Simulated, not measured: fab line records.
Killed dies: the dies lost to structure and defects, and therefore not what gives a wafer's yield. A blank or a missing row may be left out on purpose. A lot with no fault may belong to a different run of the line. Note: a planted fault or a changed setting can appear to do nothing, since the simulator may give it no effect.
fab line records    flow n5Finfet
record: lots: 3  wafers: 9  lastDay: 19
route steps=1938 shown BEOL_M10@1500 BEOL_M11@1536 BEOL_M15@1830
lots with no fault: from the same line, run without faults
startH: start of the lot's first displayed wafer, in hours after the record's first day    waitH: hours elapsed since this lot's preceding step    " unchanged from the row above    L1.1+2: several wafers, shown together as one row    - value missing, or start not given    * or withheld: withheld    < > ~ a bound
route shown NAME@n: a module of which the file shows steps, and the number in the route of the first    usual: mean and standard deviation over wafers with no fault    same: alike in all rows    chamber/n: place in a boat    sites: each site's reading    _std_site: the values' standard deviation    _edge_site: outer sites' mean less inner sites'    radiusMm: how far each site lies from the wafer's centre    mask NAME#n: copy n    behind: the tool/chamber that last shaped the wafer    hold: why the lot was held/for how many hours/how that ended    device: transistor that didn't switch, given as n, p or np    end of line: the same wafers' tests at the end of the route    a step given without rows: its recipe and nothing more    killed: the dies lost at the first sort to structure and to defects; this is not the yield of the wafer    map: shows each die of a wafer: x if killed, . if not, _ if none is there
set.NAME: setting as actually run; set.NAME@STEP: the setting as run at that earlier step    model.NAME: the simulator's own value behind a step, which no gauge read
a table for each step, a row for each wafer; lots at some steps of the route
services: a tool's chamber out of use, with start hour (startH, from the record's first day; less than 0 if before it), hours out, and reason
== steps ==
step: N5_BEOL_M10_PEB_26
recipe: pebTempC: withheld  pebTimeS: 60  resist: CAR-ArF
step: N5_BEOL_M10_DEVELOP_27
recipe: developTimeS: 30  developer: TMAH  resist: CAR-ArF  rinseLiquid: diw  dry: airSpin  devTempC: 23
step: N5_BEOL_M10_DESCUM_33
recipe: chemistry: O2  timeS: 7.9  sourcePowerW: 50  biasPowerW: 20  pressureMtorr: 20  rfFrequencyHz: 2.712e+07  tempC: 40  resist: CAR-ArF  o2FlowSccm: 225
step: N5_BEOL_M10_ETCH_65
recipe: chemistry: CF4  target: SiARC  targetDepthA: 390  maskMaterial: CAR-ArF  timeS: 65  ionEnergyEv: 80  pressureMtorr: 40  sourceW: 545  biasW: 36  Ar_flow_sccm: 100  cf4FlowSccm: 100  ends: cleared
step: N5_BEOL_M10_ETCH_66
recipe: chemistry: N2/H2  target: SOC  targetDepthA: 1200  overetchA: 240  maskMaterial: SiARC  tempC: 40  timeS: 180  ionEnergyEv: 200  pressureMtorr: 30  sourceW: 840  biasW: 150  n2FlowSccm: 200  h2FlowSccm: 200
step: N5_BEOL_M10_STRIP_69
recipe: chemistry: N2/H2  tempC: 40  n2FlowSccm: 200  h2FlowSccm: 200  rfFrequencyHz: 6e+07
step: N5_BEOL_M10_VIA_ETCH_34
recipe: chemistry: C4F6/O2  target: SiCOH_lowk  targetDepthA: 1845  maskMaterial: SOC  taperDeg: 4  timeS: 69.2  ionEnergyEv: 250  pressureMtorr: 30  sourceW: 345  biasW: 185  Ar_flow_sccm: 300  C4F6_flow_sccm: 10  O2_flow_sccm: 10
step: N5_BEOL_M10_STRIP_73
recipe: chemistry: C4F6/O2  resist: SiARC  rfFrequencyHz: 6e+07
step: N5_BEOL_M10_STRIP_36
recipe: chemistry: N2/H2  powerW: 450  tempC: 40  pressureMtorr: 20  rfFrequencyHz: 6e+07  overashFraction: 0.3  biasPowerW: 7  h2Frac: 0.5  n2FlowSccm: 200  h2FlowSccm: 200
step: N5_BEOL_M10_TRENCH_ETCH_37
recipe: chemistry: C4F6/O2  targetDepthA: 1488.3  target: SiCOH_lowk  timeS: 48  ionEnergyEv: 250  pressureMtorr: 30  sourceW: 345  biasW: 185  Ar_flow_sccm: 300  C4F6_flow_sccm: 10  O2_flow_sccm: 10
usual: drypumpMotorCurrentA: 5.72/0.25  oesProductAu: 0.83/0.06  rfVppV: 668/13  runLengthS: 71.4/0.39  showerheadPlenumPTorr: 2.89/0.091  throttleValvePct: 20.83/0.22
lot.wafer  tool        chamber  startH  waitH  drypumpMotorCurrentA  oesProductAu  rfHoursCounterH  rfVppV  runLengthS  showerheadPlenumPTorr  throttleValvePct  model.etch.depthNm  model.BEOL_M10.featureDepthNm  model.TiN_of_BEOL_M10_HM_DEP_02.thkNm
L621.2     rieDiel-06  0        265.13  -      5.58                  0.81          78               665     71.9        2.99                   20.97             149.3               149.2                          15.8
L621.3     "           2        "       "      5.75                  0.83          67               689     71.6        3.03                   20.70             148.3               148.2                          15.8
L621.6     "           3        "       "      5.26                  0.94          -                651     72.0        2.92                   20.49             149.8               149.8                          15.6
L631.1     rieDiel-06  1        310.33  -      5.62                  0.80          124              675     83.0        2.76                   20.82             186.1               186                            14.4
L631.5     "           0        "       "      5.59                  0.81          -                664     72.0        2.98                   20.99             150.3               150.4                          15.6
L631.6     "           1        "       "      5.60                  0.79          -                678     71.5        2.76                   20.82             150.1               150.2                          15.6
L641.1     rieDiel-04  3        399.44  -      6.03                  0.79          114              694     71.6        2.99                   21.06             152.6               152.6                          15.8
L641.2     "           0        "       "      5.46                  0.88          44               677     70.5        2.79                   20.65             154.3               154.4                          15.4
L641.4     "           1        "       "      6.04                  0.85          72               664     70.8        2.87                   20.85             152                 152                            16
step: N5_BEOL_M10_ETCH_41
recipe: chemistry: CH3F/O2  target: SiCN  targetDepthA: 426  taperDeg: 2  timeS: 86  ionEnergyEv: 120  maskMaterial: TiN  pressureMtorr: 30  sourceW: 395  biasW: 75  Ar_flow_sccm: 150  CH3F_flow_sccm: 30  O2_flow_sccm: 20
step: N5_BEOL_M10_STRIP_77
recipe: chemistry: N2/H2  timeS: 10  powerW: 450  tempC: 40  pressureMtorr: 20  rfFrequencyHz: 6e+07  biasPowerW: 7  n2FlowSccm: 200  h2FlowSccm: 200
step: N5_BEOL_M10_OCD_MEAS_38
usual: trenchDepthNm: 148.9/2.5
lot.wafer  tool    chamber  startH  waitH  trenchDepthNm
L621.2     ocd-01  -        265.31  -      148.8
L621.3     "       -        "       "      148.6
L621.6     "       -        "       "      149.6
L631.1     ocd-01  -        310.52  -      186.0
L631.5     "       -        "       "      150.2
L631.6     "       -        "       "      150.5
L641.1     ocd-02  -        399.62  -      152.4
L641.2     "       -        "       "      154.4
L641.4     "       -        "       "      152.1
step: N5_BEOL_M10_HM_STRIP_39
recipe: chemistry: peroxideTinStrip  material: TiN  targetDepthA: 250  tempC: 50  timeS: 158
step: N5_BEOL_M10_SRD_40
recipe: timeS: 30  tempC: 23  rinseLiquid: diw  dry: ipaMarangoni
step: N5_BEOL_M10_PRECLEAN_42
recipe: chemistry: residueRemover  timeS: 60  tempC: 40
step: N5_BEOL_M10_SRD_43
recipe: timeS: 30  tempC: 23  rinseLiquid: diw  dry: ipaMarangoni
step: N5_BEOL_M10_CURE_72
recipe: tempC: 370  timeS: 120  ambient: DMADMS/He  material: SiCOH_lowk
step: N5_BEOL_M10_DEGAS_44
recipe: ambient: vacuum  tempC: 250  timeS: 60
step: N5_BEOL_M10_PRE_CLEAN_45
recipe: gas: H2/He  timeS: 30  tempC: 250
step: N5_BEOL_M10_ALD_74
recipe: material: TaN  targetThkA: 20  tempC: 275  aldPrecursorFamily: PDMAT  aldCoReactant: NH3  pressureTorr: 3  carrierFlowSccm: 1500  pulseTimeS: 2  purgeTimeS: 3  coReactantPurgeTimeS: 2  coReactantPulseTimeS: 3  aldCycles: 40  precursorVesselTempC: 75  precursorVesselPressureTorr: 26.25  precursorVesselCarrierSccm: 1000
step: N5_BEOL_M10_SURFACE_TREAT_76
recipe: gas: Ar  timeS: *  ionEnergyEv: *  ionCurrentMaCm2: 0.5  pressureMtorr: *  arFlowSccm: 30
step: N5_BEOL_M10_CVD_75
recipe: material: Co  targetThkA: 20  tempC: withheld  precursor: CCTBA/H2  pressureTorr: 30  timeS: 138.9
step: N5_BEOL_M10_SPUTTER_48
recipe: material: Cu  targetThkA: 120  tempC: -20  biasV: 60  powerW: 26000  chamberPressurePa: 0.13  timeS: 2
step: N5_BEOL_M10_ECD_50
recipe: material: Cu  targetThkA: 3180
step: N5_BEOL_M10_ANNEAL_51
recipe: tempC: 225  timeS: 90  ambient: N2
step: N5_BEOL_M10_CMP_52
recipe: stopOn: SiCOH_lowk  tOverpolishS: 7  downForcePsi: 1  platenRpm: 50  clearingPlatenDownForcePsi: 1.5  clearingPlatenRpm: 50  postCmpClean: cuAlkaline  targetThkNm: 140  clearingPlatenPadVelocityMS: 0.99484  padVelocityMS: 0.99484
usual: clearingPlatenDownForcePsi: 1.500/0.0032  headPressurePsi: 1.0001/0.0023  motorCurrentA: 5.7/0.54
lot.wafer  tool    chamber  startH  waitH  clearingPlatenDownForcePsi  headPressurePsi  motorCurrentA  model.Cu_of_BEOL_M10_ECD_50.thkNm
L621.2     cmp-02  2        268.04  0.3    1.500                       0.9988           5.9            140.4
L621.3     "       3        "       "      1.497                       1.0000           6.0            138.4
L621.6     "       0        "       "      1.500                       1.0016           6.7            141.8
L631.1     cmp-04  1        312.42  0.3    1.499                       0.9983           6.4            178.4
L631.6     "       3        "       "      1.500                       1.0005           6.4            143.2
L631.5     "       0        "       "      1.499                       1.0007           5.1            142.4
L641.2     cmp-04  3        401.75  0.2    1.500                       1.0034           6.7            144.6
L641.4     "       0        "       "      1.494                       1.0068           5.2            144
L641.1     "       2        "       "      1.496                       0.9955           6.1            144.6
step: N5_BEOL_M10_THK_MEAS_53
recipe: thkMeasGauge: xrf  reads: Cu_of_BEOL_M10_ECD_50
usual: M10_THK: 138.9/2.6
lot.wafer  tool          chamber  startH  waitH  M10_THK[nm]
L621.2     filmMetro-01  -        268.26  -      138.8
L621.3     "             -        "       "      137.0
L621.6     "             -        "       "      140.5
L631.1     filmMetro-02  -        312.64  -      177.2
L631.5     "             -        "       "      141.4
L631.6     "             -        "       "      142.9
L641.1     filmMetro-02  -        402.04  -      142.5
L641.2     "             -        "       "      142.2
L641.4     "             -        "       "      142.1
step: N5_BEOL_M10_PRE_CLEAN_55
recipe: gas: NH3  timeS: 15  tempC: withheld  rfPowerW: 300
step: N5_BEOL_M10_DEP_56
recipe: material: SiCN  targetThkA: 150  tempC: withheld  precursor: 3MS/NH3  pressureTorr: 3  rfW: 202  timeS: 26.5
step: N5_BEOL_M10_RS_MEAS_57
recipe: thkMeasGauge: four-point-probe  reads: Cu_of_BEOL_M10_ECD_50+Co_of_BEOL_M10_CVD_75+TaN_of_BEOL_M10_ALD_74
usual: M10_RS: 0.151/0.0032
lot.wafer  tool          chamber  startH  waitH  M10_RS[ohm/sq]
L621.2     filmMetro-01  -        268.40  0.1    0.150
L621.3     "             -        "       "      0.153
L621.6     "             -        "       "      0.148
L631.1     filmMetro-01  -        312.81  0.1    0.116
L631.5     "             -        "       "      0.148
L631.6     "             -        "       "      0.147
L641.1     filmMetro-01  -        402.18  0.1    0.146
L641.2     "             -        "       "      0.145
L641.4     "             -        "       "      0.146
step: N5_BEOL_M11_ILD_DEP_00
recipe: material: SiCOH_lowk  targetThkA: 3085.1  tempC: 300  precursor: DEMS/porogen  pressureTorr: 5  rfW: 500  timeS: 58
step: N5_BEOL_M11_CURE_71
recipe: tempC: 385  timeS: 240  ambient: He/Ar  material: SiCOH_lowk
step: N5_BEOL_M11_PECVD_70
recipe: material: SiO2  targetThkA: 200  tempC: 400  precursor: TEOS/O2  pressureTorr: 5.5  rfW: 450  teosFlowSccm: 53.8  gas: O2  flowSccm: 3000  timeS: 22.7
step: N5_BEOL_M11_HM_DEP_02
recipe: material: TiN  targetThkA: 200  tempC: 25  chamberPressurePa: 0.49996
step: N5_BEOL_M11_COAT_59
recipe: resist: SOC  tempC: 250  timeS: 60  spinRpm: 1500  resistThkNm: 100
step: N5_BEOL_M15_RC_MEAS_101
usual: COMB_M11: 1.6e-11/3.4e-12  COMB_M12: 6.7e-12/1.7e-12  COMB_M13: 5.2e-12/1.5e-12  COMB_M14: 4e-12/1.3e-12  COMB_M15: 2.8e-12/1.2e-12  COMB_M5: 3.8e-11/7.7e-12  COMB_M6: 2.6e-11/5.3e-12  COMB_M7: 2.7e-11/5.6e-12  COMB_M8: 2.5e-11/5.9e-12  COMB_M8_max_site: 3.7e-11/9.3e-12  COMB_M9: 1.5e-11/3.2e-12  SERP_M10: 3.05/0.082  SERP_M10_max_site: 3.15/0.094  SERP_M11: 3.06/0.085  SERP_M12: 0.644/0.018  SERP_M13: 0.308/0.0066  SERP_M14: 0.161/0.0035  SERP_M5: 39.0/1.6  SERP_M6: 13.7/0.46  SERP_M7: 13.7/0.55  SERP_M8: 13.7/0.5  SERP_M9: 3.06/0.088
lot.wafer  tool       chamber  startH  waitH  COMB_M11[S/m]  COMB_M12[S/m]  COMB_M13[S/m]  COMB_M14[S/m]  COMB_M15[S/m]  COMB_M5[S/m]  COMB_M6[S/m]  COMB_M7[S/m]  COMB_M8[S/m]  COMB_M8_max_site[S/m]  COMB_M9[S/m]  SERP_M10[ohm/um]  SERP_M10_max_site[ohm/um]  SERP_M11[ohm/um]  SERP_M12[ohm/um]  SERP_M13[ohm/um]  SERP_M14[ohm/um]  SERP_M5[ohm/um]  SERP_M6[ohm/um]  SERP_M7[ohm/um]  SERP_M8[ohm/um]  SERP_M9[ohm/um]
L621.2     prober-02  0        301.89  0.2    1.8e-11        6e-12          4.4e-12        2.1e-12        1.2e-12        1.9e-11       2.1e-11       3e-11         2.5e-11       3.7e-11                1.3e-11       3.06              3.15                       3.09              0.647             0.296             0.153             40.9             13.5             13.6             13.9             3.09
L621.3     "          0        "       "      1.6e-11        8.1e-12        4.9e-12        2.3e-12        2.1e-12        2.5e-11       2.7e-11       1.8e-11       1.7e-11       2.8e-11                2.1e-11       3.15              3.18                       2.93              0.639             0.303             0.161             37.5             13.8             14.3             13.6             3.11
L621.6     "          0        "       "      1.6e-11        5.7e-12        3e-12          3.3e-12        1.7e-12        3.4e-11       2.7e-11       3.8e-11       1.3e-11       2.5e-11                1.8e-11       3.01              3.05                       3.08              0.629             0.302             0.152             38.2             13.6             13.6             13.6             3.00
L631.1     prober-01  0        350.50  0.0    1.2e-11        7.1e-12        6.9e-12        4.5e-12        3.6e-12        4.4e-11       2.2e-11       3.8e-11       1.6e-11       1.8e-11                1.2e-11       2.33              2.40                       3.16              0.663             0.308             0.162             39.5             14.3             13.9             13.3             3.01
L631.5     "          0        "       "      1.9e-11        7.7e-12        6.1e-12        5.3e-12        3.8e-12        3.7e-11       3.3e-11       3.4e-11       2.2e-11       2.6e-11                1.4e-11       2.95              3.08                       3.18              0.659             0.301             0.158             40.5             13.9             12.8             13.4             3.14
L631.6     "          0        "       "      1.2e-11        8.7e-12        8.1e-12        5.1e-12        4.5e-12        3.4e-11       2e-11         4e-11         2.1e-11       2.6e-11                1.2e-11       3.00              3.04                       3.20              0.674             0.309             0.156             39.5             13.3             14.5             13.7             3.08
L641.1     prober-02  0        443.63  0.0    1.3e-11        5.1e-12        4.7e-12        3.5e-12        1.3e-12        3.5e-11       3e-11         2.5e-11       1.4e-11       2.6e-11                1e-11         2.89              3.12                       3.05              0.659             0.289             0.163             38.5             13.6             13.1             13.0             2.96
L641.2     "          0        "       "      2.1e-11        4.8e-12        5.9e-12        2.8e-12        1.9e-12        3.5e-11       3.6e-11       2.4e-11       4.1e-11       5e-11                  1.7e-11       3.00              3.07                       2.96              0.657             0.306             0.167             41.6             13.9             13.7             13.3             3.09
L641.4     "          0        "       "      1.8e-11        4.6e-12        4.1e-12        3.7e-12        1.3e-12        4.8e-11       2.3e-11       2.9e-11       2.7e-11       4.1e-11                1.5e-11       2.97              3.03                       2.98              0.664             0.307             0.163             39.2             13.7             13.6             13.8             2.89
sites SERP_M10 radiusMm=0,75,75,75,75,140,140,140,140
L621.2 3.15 3.13 3.11 3.06 3.07 2.99 3.01 2.98 2.95
L631.1 2.24 2.29 2.34 2.30 2.29 2.33 2.40 2.36 2.35
L641.1 2.77 2.85 2.89 2.86 2.85 3.05 3.12 3.07 3.01
== services ==
tool        chamber  startH  hours  kind
rieDiel-04  2        272.93  -      clean
rieDiel-04  2        272.93  -      consumableReplace:focusRing
rieDiel-04  2        272.93  -      consumableReplace:showerhead
rieDiel-04  2        272.93  28.6   scheduledDown
rieDiel-04  2        272.93  28.6   ventCycle
rieDiel-04  -        292.12  28.1   pm
cmp-04      -        313.29  1.4    repair
rieDiel-04  1        326.00  10.0   repair
cmp-02      -        339.95  0.9    repair
rieDiel-04  -        341.02  0.3    repair
cmp-04      -        368.88  4.0    pm
cmp-02      -        368.98  4.0    pm
cmp-04      -        372.88  -      consumableReplace:conditioner
cmp-04      -        372.88  -      consumableReplace:pad
cmp-02      -        372.98  -      consumableReplace:conditioner
cmp-02      -        372.98  -      consumableReplace:pad
rieDiel-04  -        391.12  0.2    repair
rieDiel-06  0        393.32  5.4    repair
cmp-02      -        397.58  0.9    repair
== key ==
firstSign: step: N5_BEOL_M10_TRENCH_ETCH_37  reading: runLengthS  direction: up  sigmas: 29  usual: *  struck: *
effect: step: N5_BEOL_M10_OCD_MEAS_38  reading: trenchDepthNm  direction: up  sigmas: 15  usual: 148.9  struck: 186.0
effect: step: N5_BEOL_M10_THK_MEAS_53  reading: M10_THK  direction: up  sigmas: 15  usual: 138.9  struck: 177.2
effect: step: N5_BEOL_M10_RS_MEAS_57  reading: M10_RS  direction: down  sigmas: 11  usual: 0.151  struck: 0.116
effect: step: N5_BEOL_M15_RC_MEAS_101  reading: SERP_M10  direction: down  sigmas: 8.9  usual: 3.05  struck: 2.33
modelEffect: step: N5_BEOL_M10_TRENCH_ETCH_37  value: etch.depthNm  without: 150.3  struck: 186.1
modelEffect: step: N5_BEOL_M10_CMP_52  value: Cu_of_BEOL_M10_ECD_50.thkNm  without: 142.6  struck: 178.4
metAt N5_BEOL_M10_TRENCH_ETCH_37
struckWafers L631.1
onsetBetween 265.13 310.33
fault: kind: processParameterDrift  tool: rieDiel-06  chamber: -  onsetH: 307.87  steps: N5_BEOL_M10_TRENCH_ETCH_37  channel: timeS  offset: *  shape: step  endH: 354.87  scope: struckWafersOnly  actsIn: *  stated: *
